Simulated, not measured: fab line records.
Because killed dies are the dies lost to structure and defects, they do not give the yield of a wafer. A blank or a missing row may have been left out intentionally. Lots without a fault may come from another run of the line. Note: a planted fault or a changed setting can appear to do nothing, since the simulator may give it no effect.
Matching of chambers + flow n5 finfet + 4 sister chambers for N5_SPACER0_ALD_08 on ald sin-04
The step deposits SiNx, target thk 2 nm. 8 wafers are shown with their chamber, then 7 later ones without.

EACH WAFER AND ITS CHAMBER
| wafer  | chamber | heater power w (W) |
|--------|---------|--------------------|
| L633.1 | 0       | 768                |
| L633.6 | 2       | 938                |
| L639.2 | 1       | 860                |
| L641.1 | 1       | 845                |
| L641.2 | 3       | 829                |
| L641.5 | 2       | 929                |
| L647.1 | 3       | 803                |
| L647.3 | 0       | 783                |

WAFERS WHOSE CHAMBER IS MISSING
| wafer  | heater power w (W) |
|--------|--------------------|
| L647.6 | 924                |
| L648.1 | 850                |
| L648.5 | 873                |
| L648.6 | 777                |
| L649.2 | 854                |
| L649.3 | 828                |
| L649.6 | 777                |

CHAMBER TAKEN BY EACH
| wafer  | from the rows above     | in truth |
|--------|-------------------------|----------|
| L647.6 | 2                       | 2        |
| L648.1 | 1                       | 1        |
| L648.5 | 1                       | 1        |
| L648.6 | 0                       | 0        |
| L649.2 | 1                       | 1        |
| L649.3 | can't be placed: 3 or 1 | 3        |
| L649.6 | 0                       | 0        |
6 of 7 placed correctly. From these rows, 1 cannot be placed; in 1 the true chamber is one of the candidates. Placed wrongly: 0.
How it was worked out, from the rows above alone: a wafer's distance from a chamber is the root of the sum, over the readings, of the square of ((its reading less the chamber's mean) divided by the reading's scatter). The wafer belongs to the nearest chamber; if the next one is less than 2 further off, it can't be placed. Each chamber's mean is taken over the wafers shown for it. How the scatter is found: for the shown wafers, subtract from each reading the mean of its chamber, square and add these, divide the total by (wafers less chambers), then take the root.
